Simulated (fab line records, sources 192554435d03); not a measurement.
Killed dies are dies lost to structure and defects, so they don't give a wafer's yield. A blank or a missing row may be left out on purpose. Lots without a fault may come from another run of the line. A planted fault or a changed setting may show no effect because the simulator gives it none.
Problem report in the 8D (eight disciplines) form, filled by code | flow n5_finfet | the parts of the form that need people (team, actions taken, sign-off) are left out

1. THE PROBLEM
etch_rf_on_time_s at N5_BEOL_M9_ETCH_61 reads a mean of 80.9 s on 6 wafers of 2 lots; wafers without a fault read 65.5 s with a standard deviation of 2.5. That is +6.2 standard deviations from the usual mean.
The step: etches SiARC in CF4, target depth 39 nm, time 65 s.
First seen on wafer L977.1, day 15 18:20, on rie_diel-03. The record holds 35 wafers of 12 lots with a number at this step. Rule for "out", or "out of limits": more than 4 standard deviations from the usual mean. The other wafers with a number count as sound.

2. WHAT IT IS AND WHAT IT IS NOT
question                    | is                     | is not
which readings at this step | etch_rf_on_time_s      | drypump_motor_current_A, oes_product_au, showerhead_plenum_p_Torr, throttle_valve_pct
which lots                  | L977, L978             | L959, L961, L962, L963, L964, L965, L966, L967, L968, L969
which wafers of those lots  | all that have a number | -
read on which tools         | rie_diel-03            | rie_diel-01, rie_diel-02
when                        | from day 15 18:20      | up to then (29 sound wafers)

3. SUSPECTS, AND WHAT RULES EACH OUT
Counting: a tool at a process step up to the reading stays a suspect if it ran every lot that is out and no sound lot after the first of them.
- rie_diel-03 at N5_BEOL_M9_ETCH_61 (etches SiARC in CF4, target depth 39 nm, time 65 s): kept. It ran every lot that is out, first L977 (day 15 18:20), and no sound lot after that; its last sound lot up to then is L962 (day 12 12:29). Its own readings are out on those wafers: etch_rf_on_time_s.
Left after counting: rie_diel-03 at N5_BEOL_M9_ETCH_61.

4. THE CAUSE (what the simulator had put in)
Process parameter drift: rie_diel-03, from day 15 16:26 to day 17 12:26, at N5_BEOL_M9_ETCH_61. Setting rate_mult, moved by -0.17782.
Counting left only this tool.

5. THE CHAIN OF EFFECTS, in route order
Each row: a reading whose mean over the struck wafers that have a number lies more than 3 standard deviations from the usual. Only readings for which the record gives a usual standard deviation are gone through. hours: the time from each lot's start at the first step in this table that gives one to its start at this step, as a median over the lots. sigmas: the change in usual standard deviations.
hours | step               | reading           | usual  | on struck wafers | change | sigmas
0     | N5_BEOL_M9_ETCH_61 | etch_rf_on_time_s | 65.5 s | 80.9             | +15.4  | +6.2
The process steps in it:
- N5_BEOL_M9_ETCH_61: etches SiARC in CF4, target depth 39 nm, time 65 s.
Later measuring or inspecting steps at which every struck wafer that the step has a row for has a number for every such reading, and none has moved that far: N5_BEOL_M9_CD_MEAS_18, N5_BEOL_M9_CD_MEAS_28.

6. WHAT WOULD HAVE CAUGHT IT SOONER
In this record the first reading out of limits was taken at day 15 18:20, 2 hours after the fault began at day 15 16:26.
